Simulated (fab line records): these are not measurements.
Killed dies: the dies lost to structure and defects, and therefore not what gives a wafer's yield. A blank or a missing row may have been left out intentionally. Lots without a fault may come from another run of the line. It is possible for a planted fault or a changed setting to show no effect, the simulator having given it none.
A single fault, viewed from 3 desks	flow nand harc	only its own numbers are on each desk; what lay behind them is given at the end

## AT THE METROLOGY DESK
Means of the sampled wafers that have a number, per lot and without regard to the tool the lot ran on: this is what the gauges read. A lot is out of limits, marked OUT, if its mean lies more than 4 standard deviations from the usual mean; the brackets give that distance.
Columns: A = cd nm at NHARC_P_ZERO_WELL_CD_MEAS_11, usual 499.2 nm
lot	first seen here	A
L218	day 1 21:08	500.8
L226	day 5 05:20	496.2
L227	day 5 15:14	503.2
L230	day 6 21:14	502.3
L231	day 7 07:19	500.4
L232	day 7 17:14	497.2
L233	day 8 03:14	503.0
L234	day 8 13:16	497.2
L235	day 8 23:15	500.2
L236	day 9 09:14	499.0
L237	day 9 19:14	501.4
L238	day 10 05:14	496.3
L239	day 10 15:14	501.7
L241	day 11 11:15	497.0
Finding of this desk: none of the 14 lots has anything out of limits.

## THE DEFECT DESK
Lot by lot, what the route's inspections counted, given as the mean of those sampled wafers with a number. A lot is out of limits, marked OUT, if its mean lies more than 4 standard deviations from the usual mean; the brackets give that distance.
Columns: A = raw defect count at NHARC_P_ZERO_WELL_INSPECT_43, usual 14
lot	first seen here	A
L218	day 2 03:37	18
L226	day 5 11:40	18
L227	day 5 21:28	9
L230	day 7 03:36	9
L231	day 7 13:41	11
L232	day 7 23:35	9
L233	day 8 09:51	17
L234	day 8 19:54	10
L235	day 9 05:43	20
L236	day 9 16:10	17
L237	day 10 01:51	15
L238	day 10 11:43	21
L239	day 10 21:44	14
L241	day 11 17:30	13
Finding of this desk: none of the 14 lots has anything out of limits.

## AT THE TOOL OWNER'S DESK: implanter-01
NHARC_P_ZERO_WELL_IMPLANT_57, tool's own readings: per-lot mean of the sampled wafers with a number, covering each lot this tool ran. A lot is out of limits, marked OUT, if its mean lies more than 4 standard deviations from the usual mean; the brackets give that distance.
Columns: A = beam energy keV at NHARC_P_ZERO_WELL_IMPLANT_57, usual 249.99; B = beam on s at NHARC_P_ZERO_WELL_IMPLANT_57, usual 9.97 s
lot	first seen here	A	B
L218	day 1 22:57	250.07	10.09
L231	day 7 09:08	249.98	10.07
L239	day 10 17:05	249.88	10.20
L241	day 11 12:58	249.98	10.06
Finding of this desk: none of the 4 lots has anything out of limits.

## ALL TOGETHER
Nothing out of limits was seen by the metrology desk.
The defect desk saw nothing out of limits.
The tool owner's desk saw nothing out of limits.

## WHAT WAS PUT IN BY THE SIMULATOR
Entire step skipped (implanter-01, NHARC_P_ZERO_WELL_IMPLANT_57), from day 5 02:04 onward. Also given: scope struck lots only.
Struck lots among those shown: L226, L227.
